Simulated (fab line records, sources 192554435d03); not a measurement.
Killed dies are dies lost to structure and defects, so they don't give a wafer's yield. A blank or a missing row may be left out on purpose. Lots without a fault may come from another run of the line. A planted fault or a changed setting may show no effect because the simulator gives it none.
fab line records | flow n5_finfet
record lots=3 wafers=8 last_day=15
route steps=1938 shown HKMG_FIN@395 BEOL_M4@1111 PASSIVATION@1936
lots that met no fault: from a run of the same line without faults
start_h: hours from the record's first day to the start of the lot's first wafer shown | wait_h: hours since the lot's step before | " the same as in the row above | L1.1+2: a row that stands for several wafers | - no value, or no start given | * or withheld: withheld | < > ~ a bound
route shown NAME@n: a module of which the file shows steps, and the number in the route of the first | usual: mean/standard deviation of fault-free wafers | same: alike in all rows | chamber/n: place in a boat | sites: the reading at each site | _std_site: their standard deviation | _edge_site: outer sites' mean less inner sites' | radius_mm: how far each site lies from the wafer's centre | mask NAME#n: copy n | behind: the tool/chamber that last shaped the wafer | hold: why the lot was held/for how many hours/how that ended | device: the transistor (n, p or np) that didn't switch | end of line: the same wafers' tests at the end of the route | a step without rows: its recipe alone | killed: dies lost to structure and defects at the first sort, not the wafer's yield | map: a wafer's dies, x killed, . not, _ none there
set.NAME: the setting as run; set.NAME@STEP: as run at that earlier step | model.NAME: the simulator's own value behind a step, which no gauge read
lots at some steps of the route; a table a step, a row a wafer
services: from which hour (start_h, from the record's first day; less than 0 if before it) a tool's chamber was out of use, for how many hours, and why
## steps
# step N5_HKMG_FIN_EXPOSE_46
# recipe mask_id=NDIPOLE na=1.35 source_shape=conventional sigma_outer=0.8 polarization=unpolarized dose_mj=40
# step N5_HKMG_FIN_PEB_47
# recipe peb_temp_c=withheld peb_time_s=60 resist=CAR-ArF
# step N5_HKMG_FIN_DEVELOP_48
# recipe develop_time_s=30 developer=TMAH resist=CAR-ArF rinse_liquid=diw dry=air_spin dev_temp_c=23
# step N5_HKMG_FIN_DESCUM_53
# recipe chemistry=O2 time_s=7.9 source_power_w=50 bias_power_w=20 pressure_mtorr=20 rf_frequency_hz=2.712e+07 temp_c=40 resist=CAR-ArF o2_flow_sccm=225
# step N5_HKMG_FIN_ETCH_54
# recipe chemistry=CF4 target=SiARC target_depth_a=455 mask_material=CAR-ArF time_s=75.8 ion_energy_ev=80 pressure_mtorr=40 source_w=545 bias_w=36 Ar_flow_sccm=100 cf4_flow_sccm=100 ends=cleared
# step N5_HKMG_FIN_ETCH_55
# recipe chemistry=N2/H2 target=SOC target_depth_a=2400 temp_c=40 time_s=300 ion_energy_ev=200 mask_material=SiARC pressure_mtorr=30 source_w=840 bias_w=150 n2_flow_sccm=200 h2_flow_sccm=200
# step N5_HKMG_FIN_STRIP_56
# recipe chemistry=N2/H2 temp_c=40 n2_flow_sccm=200 h2_flow_sccm=200 rf_frequency_hz=6e+07
# step N5_HKMG_FIN_STRIP_57
# recipe chemistry=CF4 resist=SiARC power_w=300 bias_power_w=75 pressure_mtorr=50 cf4_flow_sccm=150 rf_frequency_hz=6e+07
# step N5_HKMG_FIN_ETCH_58
# recipe chemistry=N2/H2 target=SOC target_depth_a=2158 ion_energy_ev=50 bias_w=13 time_s=741 pressure_mtorr=30 source_w=875 n2_flow_sccm=200 h2_flow_sccm=200
# step N5_HKMG_FIN_STRIP_93
# recipe chemistry=N2/H2 material=SOC time_s=20 power_w=500 temp_c=40 pressure_mtorr=50 rf_frequency_hz=6e+07 bias_power_w=8 h2_frac=0.5 n2_flow_sccm=300 h2_flow_sccm=300
# usual drypump_motor_current_A=5.7/0.47 oes_product_au=0.80/0.068 rf_vpp_V=54.4/0.89 showerhead_plenum_p_Torr=3.39/0.088 throttle_valve_pct=19.1/0.31
# columns lot.wafer tool chamber start_h wait_h drypump_motor_current_A oes_product_au rf_hours_counter_h rf_vpp_V showerhead_plenum_p_Torr throttle_valve_pct
L198.1 rie_diel-02 1 74.70 0.2 6.3 0.75 191 54.4 3.34 19.0
L198.4 " 2 " " 6.3 0.68 241 54.3 3.19 19.3
L198.5 " 3 " " 5.4 0.77 - 53.2 3.38 19.7
L209.1 rie_diel-02 3 142.32 0.2 5.4 0.75 157 55.6 3.37 19.8
L209.2 " 1 " " 6.3 0.72 213 54.4 3.33 19.1
L209.4 " 2 " " 6.3 0.92 8 55.2 3.59 19.0
L214.1 rie_diel-01 0 167.19 0.2 5.1 0.77 118 54.4 3.38 18.8
L214.3 " 2 " " 5.3 0.77 158 52.9 3.24 19.3
# step N5_HKMG_FIN_WET_ETCH_76
# recipe chemistry=dNH4OH mix=1:50 temp_c=25 target=Al2O3 stop_on=La2O3 target_depth_nm=2.25 dry=ipa_marangoni rinse_time_s=30 rinse_temp_c=23
# step N5_HKMG_FIN_STRIP_60
# recipe chemistry=N2/H2 power_w=2500 temp_c=300 h2_frac=0.65 time_s=360 pressure_mtorr=withheld n2_flow_sccm=1750 h2_flow_sccm=3250
# step N5_HKMG_FIN_WET_ETCH_77
# recipe chemistry=dHCl mix=1:10000 temp_c=25 target=La2O3 stop_on=HfO2 target_depth_nm=2
# step N5_HKMG_FIN_WET_ETCH_78
# recipe chemistry=dNH4OH mix=1:50 temp_c=25 target=Al2O3 stop_on=La2O3 target_depth_nm=4.5 dry=ipa_marangoni rinse_time_s=30 rinse_temp_c=23
# step N5_HKMG_FIN_ALD_79
# recipe material=TiN target_thk_a=15 temp_c=400 ald_precursor_family=TiCl4 ald_co_reactant=NH3 pulse_time_s=1 purge_time_s=3 co_reactant_purge_time_s=2 co_reactant_pulse_time_s=2 ald_cycles=68 pressure_torr=3
# step N5_HKMG_FIN_CVD_62
# recipe material=a-Si target_thk_a=30 temp_c=500 precursor=Si2H6 pressure_torr=1 time_s=20.8
# step N5_HKMG_FIN_RTA_80
# recipe temp_c=withheld time_s=2 ambient=N2 idle_temp_c=600 ramp_up_c_per_s=150 ramp_down_c_per_s=60 cool_to_c=600
# step N5_HKMG_FIN_PRECLEAN_64
# recipe chemistry=dHF time_s=30 temp_c=25 dilution=withheld
# step N5_HKMG_FIN_WET_ETCH_65
# recipe chemistry=TMAH temp_c=70 conc_wt_pct=5 target=a-Si stop_on=TiN time_s=49 target_depth_nm=3
# step N5_HKMG_FIN_WET_ETCH_81
# recipe chemistry=SC1 target=TiN stop_on=HfO2 mix=1:1:5 temp_c=60 time_s=57 target_depth_nm=6
# step N5_HKMG_FIN_WET_ETCH_82
# recipe chemistry=dHCl mix=1:10000 temp_c=25 target=La2O3 stop_on=HfO2 target_depth_nm=2 dry=ipa_marangoni rinse_time_s=30 rinse_temp_c=23
# step N5_HKMG_FIN_ALD_36
# recipe material=TiN target_thk_a=10 temp_c=400 ald_precursor_family=TiCl4 ald_co_reactant=NH3 pulse_time_s=1 purge_time_s=3 co_reactant_purge_time_s=2 co_reactant_pulse_time_s=2 ald_cycles=47 pressure_torr=3
# step N5_HKMG_FIN_PWFM_ALD_03
# recipe material=TiN target_thk_a=20 temp_c=400 ald_precursor_family=TiCl4 ald_co_reactant=NH3 pulse_time_s=1 purge_time_s=3 co_reactant_purge_time_s=2 co_reactant_pulse_time_s=2 ald_cycles=91 pressure_torr=3
# step N5_HKMG_FIN_COAT_29
# recipe resist=SOC temp_c=250 time_s=60 spin_rpm=1500 resist_thk_nm=300
# step N5_HKMG_FIN_COAT_30
# recipe resist=SiARC temp_c=220 time_s=60 spin_rpm=1500 resist_thk_nm=35
# step N5_HKMG_FIN_COAT_06
# recipe resist=CAR-ArF spin_rpm=1500 resist_thk_nm=90
# step N5_HKMG_FIN_EBR_08
# recipe solvent=PGMEA ebr_width_mm=1.5
# step N5_HKMG_FIN_SOFTBAKE_07
# recipe temp_c=110 time_s=60 resist=CAR-ArF
# step N5_HKMG_FIN_EXPOSE_09
# recipe mask_id=NWFM na=1.35 source_shape=conventional sigma_outer=0.8 polarization=unpolarized dose_mj=39.25
# step N5_HKMG_FIN_PEB_10
# recipe peb_temp_c=withheld peb_time_s=60 resist=CAR-ArF
# step N5_HKMG_FIN_DEVELOP_11
# recipe develop_time_s=30 developer=TMAH resist=CAR-ArF dev_temp_c=23 rinse_liquid=diw dry=air_spin
# step N5_HKMG_FIN_INSPECT_14
# recipe mode=adi inspect_instrument=macro
# usual raw_defect_count=2.1/1.4
# columns lot.wafer tool chamber start_h wait_h raw_defect_count
L198.1 defect_inspect-01 - 77.26 0.0 1
L198.4 " - " " 3
L198.5 " - " " 1
L209.1 defect_inspect-02 - 145.20 0.0 >300
L209.2 " - " " 4
L209.4 " - " " 2
L214.1 defect_inspect-02 - 169.72 0.0 0
L214.3 " - " " 0
# step N5_HKMG_FIN_DESCUM_17
# recipe chemistry=O2 time_s=7.9 source_power_w=50 bias_power_w=20 pressure_mtorr=20 rf_frequency_hz=2.712e+07 temp_c=40 resist=CAR-ArF o2_flow_sccm=225
# step N5_BEOL_M4_RC_MEAS_101
# usual DIBL_N=36.3/1.7 DIBL_P=36.0/1.9 IOFF_N=0.156/0.028 IOFF_P=0.21/0.036 ION_N=675/11 ION_P=463/7.8 SS_N=71.6/0.59 SS_P=73.2/0.63 VT_N=250/3.1 VT_P=-251/3.4
# columns lot.wafer tool chamber start_h wait_h DIBL_N[mV/V] DIBL_P[mV/V] IOFF_N[nA/um] IOFF_P[nA/um] ION_N[uA/um] ION_P[uA/um] SS_N[mV/dec] SS_P[mV/dec] VT_N[mV] VT_P[mV]
L198.1 prober-02 0 161.82 0.7 34.3 35.0 0.128 0.18 664 459 71.8 72.2 251 -255
L198.4 " 0 " " 32.3 33.3 0.095 0.15 653 450 71.3 72.5 258 -255
L198.5 " 0 " " 34.2 35.1 0.130 0.18 672 465 71.4 72.7 253 -251
L209.1 prober-01 0 229.86 0.0 36.8 35.1 0.155 0.17 680 458 71.3 73.2 251 -255
L209.2 " 0 " " 37.9 37.3 0.170 0.21 680 455 71.8 73.4 252 -252
L209.4 " 0 " " 35.5 34.7 0.127 0.17 666 457 71.3 73.3 254 -253
L214.1 prober-01 0 255.47 0.0 40.3 40.6 0.219 0.22 683 459 72.0 74.6 247 -251
L214.3 " 0 " " 38.3 38.9 0.166 0.20 677 467 72.4 74.2 249 -251
# step N5_PASSIVATION_PROBE_49
# usual defect_limited_yield=91.5/1.5 killed_at_M0_to_M3=30/11 killed_at_M4_up=13/4.9 killed_at_contacts=14/6.5 killed_at_front_end=40/11 killed_at_other=3.3/2.7 killed_dies=100/18 killed_open=67/14 killed_short=32/7.8 sort_bin_5_function=5.0/0.97 sort_bin_6_memory=3.2/0.75 sort_n_pass=1080/18 sort_yield_pct=91.5/1.5
# same gross_dies=1180 killed_at_back_side=0 sort_bin_4_leakage[%]=0 sort_bin_8_speed[%]=0
# columns lot.wafer tool chamber start_h wait_h defect_limited_yield[%] killed_at_M0_to_M3 killed_at_M4_up killed_at_contacts killed_at_front_end killed_at_other killed_dies killed_open killed_short sort_bin_5_function[%] sort_bin_6_memory[%] sort_n_pass sort_yield_pct[%]
L209.1 prober-01 - 332.84 0.0 84.5 23 20 14 121 5 183 74 52 9.0 4.2 997 84.5
# killed by level:class
L209.1 HKMG_FIN:unspecified=57 FIN_SAQP:geometric_particle:short=15 STI_FIN_REVEAL:geometric_particle:open=12 MOL_CONTACT_COAG:geometric_particle:open=12 GATE_CUT:geometric_particle:short=9 FIN_SAQP:geometric_particle:open=7 BEOL_M1:geometric_particle:open=7 BEOL_M0_SAQP:geometric_particle:short=6
# map L209.1 (x killed, . not)
_________________............________________
______________..x..............._____________
___________x...............x.......__________
__________......x..........xx....x.x_________
________.........x.......x............_______
_______.......x......x.....x.x..x......______
______.x.xx...x...........x...xx...x...._____
_____..............................x.....____
____..x......x.........x..x.x..........x..___
___.....x...............xx.................__
___...........x..........x......x.x........__
__...........x........x.......xx........x..._
__....x.....x..................x..........x._
_...........x......x...........x......x..xxxx
_...........x...x....................x...xxxx
_...x..x...xx..........x.x........xx..x.xxxxx
_.................x..x.........x........xxxxx
_.x..x............x.......x...........xxxxxxx
_..........................x..........xxxxxxx
_.x.x............x.x.x...x..x....xx...xxxxxxx
_................x.x.................x.xxxxxx
__..............xx..x..x......x.x....x.xxxxx_
__..x...........xx......xx..............xxxx_
___........x..x..........x...xx..........xx__
___......................................xx__
____...x.....x.......x....................___
_____.........x.....................xx...____
______....x..........................x.._____
_______...x..xxx......x................______
________...........xx.x........x......_______
__________........x...x............._________
___________....xx.....x............__________
______________.x......x..x...x.._____________
_________________............________________
# map L198.1 (x killed, . not)
_________________............________________
______________x......x.........._____________
___________.........x......xx......__________
__________.......x.................x_________
________..x..........................._______
_______.....................x..........______
______....x.....x......................x_____
_____...x.................x..............____
____x...xxx..........x.................x..___
___.........................x..............__
___....xx.........x........x....x..........__
__......x.....x.......x................xx..._
__.....x....x................x..x........x.._
_.........x..................................
_..x.........................................
_............x........x.....xx.............x.
_.......................x.......x....x....x..
_....................x.......................
_...............x...x...............x.x......
_........x.............................x....x
_..x.............x...........................
__.........................................._
__...........x................x....x......x._
___.x......x.........xx......xx.x........x.__
___...............x.x........x.xx..........__
____....................x.x...............___
_____.....x..............................____
______...........xx.............x....x.._____
_______...x.......x.x..............x.x.______
________.....x........................_______
__________.........x...x..x...x....._________
___________....xx.................x__________
______________.x.x.............._____________
_________________...........x________________
## services
# columns tool chamber start_h hours kind
rie_diel-01 - 79.26 0.6 repair
rie_diel-01 1 95.65 5.7 repair
rie_diel-01 2 98.62 8.0 repair
rie_diel-02 2 103.79 - clean
rie_diel-02 2 103.79 - consumable_replace:focus_ring
rie_diel-02 2 103.79 - consumable_replace:showerhead
rie_diel-02 2 103.79 14.3 scheduled_down
rie_diel-02 2 103.79 14.3 vent_cycle
rie_diel-02 0 108.23 1.7 repair
rie_diel-02 - 130.52 2.8 pm
rie_diel-01 0 150.88 2.4 repair
## key
first_sign step=N5_HKMG_FIN_INSPECT_14 reading=raw_defect_count direction=up sigmas=99+ usual=2.1 struck=>300
effect step=N5_PASSIVATION_PROBE_49 reading=killed_at_front_end direction=up sigmas=7.4 usual=40 struck=121
more_kills_born_at N5_HKMG_FIN_STRIP_93@rie_diel-02=57
met_at N5_HKMG_FIN_STRIP_93
struck_wafers L209.1
onset_between 74.70 142.32
fault kind=chamber_particle_source tool=rie_diel-02 chamber=3 onset_h=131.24 steps=N5_HKMG_FIN_STRIP_93 rate_per_visit_cm2=1.8294 end_h=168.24
